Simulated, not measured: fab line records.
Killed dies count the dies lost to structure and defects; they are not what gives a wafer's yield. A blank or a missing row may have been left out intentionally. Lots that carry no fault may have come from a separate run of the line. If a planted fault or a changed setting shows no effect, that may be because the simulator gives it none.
Split-lot experiment    flow n5_finfet    route with 1938 steps; 7 lots, 39 wafers read

== ON THE SPLIT ==
At N5_DUMMY_GATE_EXPOSE_12 (exposes mask GATE, target cd 25 nm), the setting dose_mj was moved away from the recipe's 34 on 9 of the 39 wafers read, by -5.9% to +7.9%. All remaining wafers had this setting at the recipe value.

== FROM THE SPLIT TO THE READING: what the file shows between them, 11 steps ==
- N5_DUMMY_GATE_PEB_13: peb time 60 s
- N5_DUMMY_GATE_DEVELOP_14: develop time 30 s
- N5_DUMMY_GATE_CD_MEAS_15: target cd 25.8 nm
- N5_DUMMY_GATE_STRIP_38: strips in N2/H2
- N5_DUMMY_GATE_STRIP_39: strips in N2/H2
- N5_DUMMY_GATE_TRIM_49: chemistry O2, time 29 s, target cd 14 nm
- N5_DUMMY_GATE_ETCH_31: etches SiO2 in C4F6/O2, target depth 82.5 nm, time 27.5 s (also split here: target_depth_a)
- N5_DUMMY_GATE_STRIP_41: strips in O2
- N5_DUMMY_GATE_HM_OPEN_21: chemistry CH3F/O2, target SiNx, target depth 120 nm, time 171.4 s
- N5_DUMMY_GATE_ETCH_23: etches poly-Si in HBr/Cl2/O2, target depth 41 nm, time 22.3 s
- N5_DUMMY_GATE_ETCH_44: etches poly-Si in HBr/O2, stops on SiO2, target depth 127.5 nm

== THE READING ==
cd_nm, in nm, at N5_DUMMY_GATE_CD_MEAS_24 (target cd 15 nm). Fault-free wafers of this fab line usually give 15.1 nm, standard deviation 0.31 nm.

wafer   tool, chamber at the split  dose_mj as run  against the recipe  cd_nm, nm  against lot-mates on the recipe
L077.1  euv_scanner-01, 0           34              recipe              15.0       -
L077.2  euv_scanner-01, 0           34              recipe              14.7       -
L077.3  euv_scanner-01, 0           32.01           -5.9%               16.7       +1.8
L077.4  euv_scanner-01, 0           32.01           -5.9%               16.3       +1.4
L077.5  euv_scanner-01, 0           34              recipe              15.1       -
L077.6  euv_scanner-01, 0           32.01           -5.9%               16.5       +1.6
L078.1  euv_scanner-01, 0           34              recipe              15.5       -
L078.2  euv_scanner-01, 0           34              recipe              15.2       -
L078.3  euv_scanner-01, 0           34              recipe              15.2       -
L078.4  euv_scanner-01, 0           34              recipe              15.0       -
L078.5  euv_scanner-01, 0           34              recipe              15.1       -
L078.6  euv_scanner-01, 0           34              recipe              15.0       -
L079.1  euv_scanner-01, 0           34              recipe              15.3       -
L079.3  euv_scanner-01, 0           34              recipe              15.1       -
L079.4  euv_scanner-01, 0           34              recipe              15.0       -
L081.1  euv_scanner-01, 0           34              recipe              14.9       -
L081.2  euv_scanner-01, 0           34              recipe              15.5       -
L081.3  euv_scanner-01, 0           32.67           -3.9%               15.8       +0.7
L081.4  euv_scanner-01, 0           32.67           -3.9%               15.6       +0.5
L081.5  euv_scanner-01, 0           34              recipe              14.9       -
L081.6  euv_scanner-01, 0           32.67           -3.9%               15.9       +0.8
L092.1  euv_scanner-02, 0           36.7            +7.9%               13.4       -1.3
L092.2  euv_scanner-02, 0           36.7            +7.9%               13.7       -1.0
L092.3  euv_scanner-02, 0           34              recipe              14.5       -
L092.4  euv_scanner-02, 0           34              recipe              14.8       -
L092.5  euv_scanner-02, 0           34              recipe              14.9       -
L092.6  euv_scanner-02, 0           36.7            +7.9%               13.5       -1.2
L095.1  euv_scanner-02, 0           34              recipe              14.8       -
L095.2  euv_scanner-02, 0           34              recipe              15.3       -
L095.3  euv_scanner-02, 0           34              recipe              14.9       -
L095.4  euv_scanner-02, 0           34              recipe              14.7       -
L095.5  euv_scanner-02, 0           34              recipe              14.5       -
L095.6  euv_scanner-02, 0           34              recipe              14.4       -
L096.1  euv_scanner-02, 0           34              recipe              14.4       -
L096.2  euv_scanner-02, 0           34              recipe              14.9       -
L096.3  euv_scanner-02, 0           34              recipe              15.2       -
L096.4  euv_scanner-02, 0           34              recipe              15.0       -
L096.5  euv_scanner-02, 0           34              recipe              15.0       -
L096.6  euv_scanner-02, 0           34              recipe              15.3       -

THE FIT
A straight line over all 39 wafers: cd_nm changes by -0.208 nm for each +1% of dose_mj; r = -0.91; the points scatter about the line by 0.28 nm.
The same after taking each lot's own level away (the mean of its wafers on the recipe; 39 wafers): -0.188 nm for each +1%; r = -0.91; scatter 0.27 nm.
The reading moves by 1.5 nm for the largest change in dose_mj, on that fit.
The span of the lots' own levels, 14.73 to 15.17 nm, comes to 1.4 times the standard deviation stated above.
So the slope is not independent of the lot-to-lot level: the two fits are not the same.
Check: for one of the wafers moved furthest among these (+7.9%), held out of the fit, the line's prediction against its lot-mates is -1.47 nm. Against them it came out at -1.33 nm.

== THESE WAFERS: OTHER SPLITS ==
Note: prior to the reading, these wafers also went through further splits. Each is held against what the fit with the lots' levels taken away leaves over:
other split on the same wafers        wafers away from the commonest value  r with cd_nm (lot level and that fit taken away)
N5_WELL_APT_EPI_41 time_s             15                                    -0.27
N5_FIN_SAQP_EXPOSE_13 dose_mj         18                                    +0.03
N5_FIN_CUT_CUT_ETCH_15 time_s         9                                     +0.09
N5_DUMMY_GATE_ETCH_31 target_depth_a  9                                     +0.16

== THE WHOLE CHAIN: every reading that the file lists as answering this split, in the file's order ==
step                      what it does                              reading                                                            change (the file's fit)                r (the file's)
N5_DUMMY_GATE_CD_MEAS_15  target cd 25.8 nm                         cd_nm                                                              -0.189 nm for each +1% of the setting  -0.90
N5_DUMMY_GATE_TRIM_49     chemistry O2, time 29 s, target cd 14 nm  DUMMY_GATE.cd_nm (the simulator's own value, which no gauge read)  -0.171 nm for each +1% of the setting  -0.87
N5_DUMMY_GATE_CD_MEAS_24  target cd 15 nm                           cd_nm                                                              -0.187 nm for each +1% of the setting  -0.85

== THE FILE'S OWN FIT ==
cd_nm changes by -0.187 nm for each +1% of dose_mj, r = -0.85.
